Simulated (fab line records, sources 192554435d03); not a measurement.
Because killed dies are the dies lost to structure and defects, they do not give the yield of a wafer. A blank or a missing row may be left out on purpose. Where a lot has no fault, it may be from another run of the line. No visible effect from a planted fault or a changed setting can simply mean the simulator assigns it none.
Chamber matching + flow n5 finfet + rie diel-04 running N5_BEOL_M2_ETCH_70: 4 sister chambers
The step etches SOC in N2/H2, target depth 80 nm, overetch 24 nm, time 130 s. 4 wafers are shown with their chamber, then 7 later ones without.

## WAFERS, EACH WITH ITS CHAMBER
| wafer  | chamber | drypump motor current A (A) |
|--------|---------|-----------------------------|
| L083.4 | 0       | 5.8                         |
| L083.5 | 1       | 6.6                         |
| L090.3 | 3       | 5.4                         |
| L090.5 | 2       | 5.7                         |

## WAFERS WITHOUT THEIR CHAMBER
| wafer  | drypump motor current A (A) |
|--------|-----------------------------|
| L090.6 | 5.4                         |
| L093.2 | 6.6                         |
| L093.3 | 5.4                         |
| L093.4 | 5.7                         |
| L095.1 | 5.8                         |
| L095.4 | 6.7                         |
| L095.5 | 5.4                         |

## WHICH CHAMBER EACH WENT THROUGH
| wafer  | from the rows above | in truth |
|--------|---------------------|----------|
| L090.6 | 3                   | 3        |
| L093.2 | 1                   | 1        |
| L093.3 | 3                   | 3        |
| L093.4 | 2                   | 2        |
| L095.1 | 0                   | 0        |
| L095.4 | 1                   | 1        |
| L095.5 | 3                   | 3        |
Correctly placed: 7 of 7. From these rows, 0 cannot be placed. 0 placed wrongly.
How it was worked out, from the rows above alone: a wafer's distance from a chamber is the root of the sum, over the readings, of the square of ((its reading less the chamber's mean) divided by the reading's scatter). If the next closest chamber is less than 2 further off than the closest, the wafer can't be placed; otherwise it belongs to the closest. For every chamber, the mean is computed from those of its wafers that are shown. The scatter: with one shown wafer a chamber, the root of the mean of the squares of how far each hidden wafer lies from its nearest shown one.
